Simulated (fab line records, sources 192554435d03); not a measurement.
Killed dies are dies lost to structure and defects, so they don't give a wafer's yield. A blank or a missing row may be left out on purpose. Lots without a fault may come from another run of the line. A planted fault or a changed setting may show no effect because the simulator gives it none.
Which tool did it? | flow n5_finfet | 24 lots, 72 wafers sampled, at 2 steps of a route of 1938

WHAT THE GAUGES READ, wafer by wafer
N5_BEOL_M9_THK_MEAS_01. Usual: M9_ILD_THK 269 nm, standard deviation 3.8.
lot  | measured     | on            | M9_ILD_THK (nm) | flag
L074 | day 9 20:09  | film_metro-02 | 263 267 269     |
L077 | day 10 12:20 | film_metro-02 | 268 270 274     |
L075 | day 10 16:39 | film_metro-01 | 267 266 272     |
L079 | day 10 21:52 | film_metro-02 | 268 266 271     |
L076 | day 10 23:03 | film_metro-02 | 266 268 270     |
L078 | day 10 22:20 | film_metro-01 | 263 269 268     |
L081 | day 12 08:52 | film_metro-02 | 280 273 271     |
L082 | day 12 09:07 | film_metro-01 | 262 261 268     |
L083 | day 12 13:28 | film_metro-02 | 267 269 270     |
L080 | day 12 13:52 | film_metro-01 | 265 268 272     |
L084 | day 12 15:27 | film_metro-02 | 267 270 271     |
L085 | day 12 20:01 | film_metro-02 | 264 266 274     |
L086 | day 13 08:32 | film_metro-02 | 264 269 267     |
L090 | day 13 19:56 | film_metro-02 | 270 266 274     |
L087 | day 14 10:34 | film_metro-02 | 264 273 271     |
L088 | day 14 13:16 | film_metro-01 | 266 265 271     |
L089 | day 14 17:57 | film_metro-02 | 266 270 271     |
L091 | day 14 19:49 | film_metro-01 | 268 272 269     |
L092 | day 15 19:03 | film_metro-01 | 269 269 265     |
L094 | day 16 08:12 | film_metro-02 | 269 269 276     |
L097 | day 16 15:06 | film_metro-02 | 265 270 267     |
L093 | day 16 15:35 | film_metro-02 | 265 269 270     |
L096 | day 16 20:57 | film_metro-01 | 272 271 273     |
L095 | day 17 01:08 | film_metro-01 | 268 269 268     |

WHICH TOOL RAN EACH LOT (tool, then ch and the chambers of the sampled wafers, then the start)
lot  | N5_BEOL_M8_ETCH_65
L074 | rie_diel-04 ch 0,3, day 9 16:38
L077 | rie_diel-04 ch 1,2, day 10 08:04
L075 | rie_diel-04 ch 0,3, day 10 11:14
L079 | rie_diel-04 ch 2,3, day 10 18:13
L076 | rie_diel-04 ch 2,3, day 10 18:43
L078 | rie_diel-01 ch 0,1,3, day 10 18:47
L081 | rie_diel-03 ch 0,3, day 12 05:29
L082 | rie_diel-01 ch 0,2,3, day 12 05:31
L083 | rie_diel-01 ch 0,2,3, day 12 09:59
L080 | rie_diel-03 ch 1,2,3, day 12 10:02
L084 | rie_diel-03 ch 0,2,3, day 12 12:00
L085 | rie_diel-01 ch 0,3, day 12 15:23
L086 | rie_diel-04 ch 0,1,3, day 13 03:13
L090 | rie_diel-01 ch 1,3, day 13 16:07
L087 | rie_diel-03 ch 0,1,2, day 14 06:28
L088 | rie_diel-01 ch 1,2,3, day 14 09:17
L089 | rie_diel-03 ch 1,2,3, day 14 12:59
L091 | rie_diel-03 ch 0,1,3, day 14 15:53
L092 | rie_diel-01 ch 0,1,2, day 15 13:58
L094 | rie_diel-01 ch 1,2,3, day 16 03:13
L097 | rie_diel-01 ch 0,1, day 16 09:53
L093 | rie_diel-04 ch 1,2,3, day 16 10:12
L096 | rie_diel-04 ch 0,1,3, day 16 16:15
L095 | rie_diel-01 ch 1,3, day 16 21:03
- N5_BEOL_M8_ETCH_65: etches SiARC in CF4, target depth 15.6 nm, time 26 s.

WHAT THE TOOLS THEMSELVES READ (means of the sampled wafers that have a number; where no wafer has one, the mark that the record gives instead)
N5_BEOL_M8_ETCH_65. Usual: bias_w 35.99 W, standard deviation 0.1; drypump_motor_current_A 5.47 A, standard deviation 0.27; etch_rf_on_time_s 25.9 s, standard deviation 0.71; oes_product_au 0.70 a.u., standard deviation 0.083; rf_vpp_V 184.0 V, standard deviation 1.3; showerhead_plenum_p_Torr 2.14 Torr, standard deviation 0.075; throttle_valve_pct 15.47 %, standard deviation 0.23.
lot  | tool        | bias_w (W) | drypump_motor_current_A (A) | etch_rf_on_time_s (s) | oes_product_au (a.u.) | rf_vpp_V (V) | showerhead_plenum_p_Torr (Torr) | throttle_valve_pct (%) | flag
L074 | rie_diel-04 | 35.92      | 5.43                        | 26.6                  | 0.61                  | 184.8        | 2.12                            | 15.60                  |
L077 | rie_diel-04 | 35.81      | 5.57                        | 25.8                  | 0.74                  | 183.2        | 2.09                            | 15.33                  |
L075 | rie_diel-04 | 36.04      | 5.42                        | 26.8                  | 0.60                  | 183.7        | 2.11                            | 15.60                  |
L079 | rie_diel-04 | 35.98      | 5.28                        | 25.7                  | 0.68                  | 183.2        | 2.12                            | 15.47                  |
L076 | rie_diel-04 | 35.98      | 5.27                        | 25.7                  | 0.68                  | 183.5        | 2.12                            | 15.46                  |
L078 | rie_diel-01 | 35.91      | 5.40                        | 26.4                  | 0.63                  | 183.3        | 2.09                            | 15.57                  |
L081 | rie_diel-03 | 36.06      | 5.70                        | 25.8                  | 0.72                  | 185.0        | 2.16                            | 15.20                  |
L082 | rie_diel-01 | 36.05      | 5.45                        | 26.6                  | 0.63                  | 183.8        | 2.10                            | 15.64                  |
L083 | rie_diel-01 | 36.02      | 5.44                        | 26.2                  | 0.64                  | 183.0        | 2.10                            | 15.64                  |
L080 | rie_diel-03 | 35.97      | 5.40                        | 24.7                  | 0.76                  | 183.9        | 2.21                            | 15.55                  |
L084 | rie_diel-03 | 35.96      | 5.39                        | 25.4                  | 0.73                  | 185.3        | 2.20                            | 15.40                  |
L085 | rie_diel-01 | 36.11      | 5.27                        | 26.4                  | 0.66                  | 184.2        | 2.11                            | 15.53                  |
L086 | rie_diel-04 | 36.00      | 5.54                        | 25.8                  | 0.59                  | 184.1        | 2.08                            | 15.68                  |
L090 | rie_diel-01 | 35.97      | 5.37                        | 25.6                  | 0.74                  | 183.8        | 2.13                            | 15.38                  |
L087 | rie_diel-03 | 36.03      | 5.54                        | 25.0                  | 0.75                  | 183.7        | 2.21                            | 15.40                  |
L088 | rie_diel-01 | 36.01      | 5.54                        | 26.1                  | 0.70                  | 184.3        | 2.12                            | 15.50                  |
L089 | rie_diel-03 | 35.98      | 5.40                        | 25.1                  | 0.73                  | 183.5        | 2.20                            | 15.58                  |
L091 | rie_diel-03 | 36.00      | 5.70                        | 25.3                  | 0.73                  | 183.8        | 2.17                            | 15.39                  |
L092 | rie_diel-01 | 35.93      | 5.59                        | 26.2                  | 0.72                  | 185.5        | 2.16                            | 15.42                  |
L094 | rie_diel-01 | 36.05      | 5.55                        | 26.0                  | 0.68                  | 183.5        | 2.12                            | 15.54                  |
L097 | rie_diel-01 | 35.99      | 5.53                        | 26.0                  | 0.76                  | 184.8        | 2.23                            | 15.21                  |
L093 | rie_diel-04 | 36.05      | 5.52                        | 25.7                  | 0.70                  | 182.8        | 2.16                            | 15.42                  |
L096 | rie_diel-04 | 35.97      | 5.55                        | 26.1                  | 0.71                  | 184.5        | 2.16                            | 15.40                  |
L095 | rie_diel-01 | 35.93      | 5.52                        | 26.0                  | 0.73                  | 184.2        | 2.19                            | 15.33                  |

THE ANSWER, worked out from the rows above alone
Rule: a lot is off if the mean of its wafers that have a number lies more than 3 standard deviations from the usual mean. A lot without any number at a reading at which 4 lots or more have one is off too. The other lots that the step has rows for count as sound. The gauges are gone through in route order, then the tools' own readings, and for those a lot's mean is taken as printed above. The first step at which some lot is off is used, and at that step the reading that is off furthest; a lot without a number counts as furthest.
No lot is off at any reading shown: from this, nothing can be told.

WHAT THE SIMULATOR HAD PUT IN
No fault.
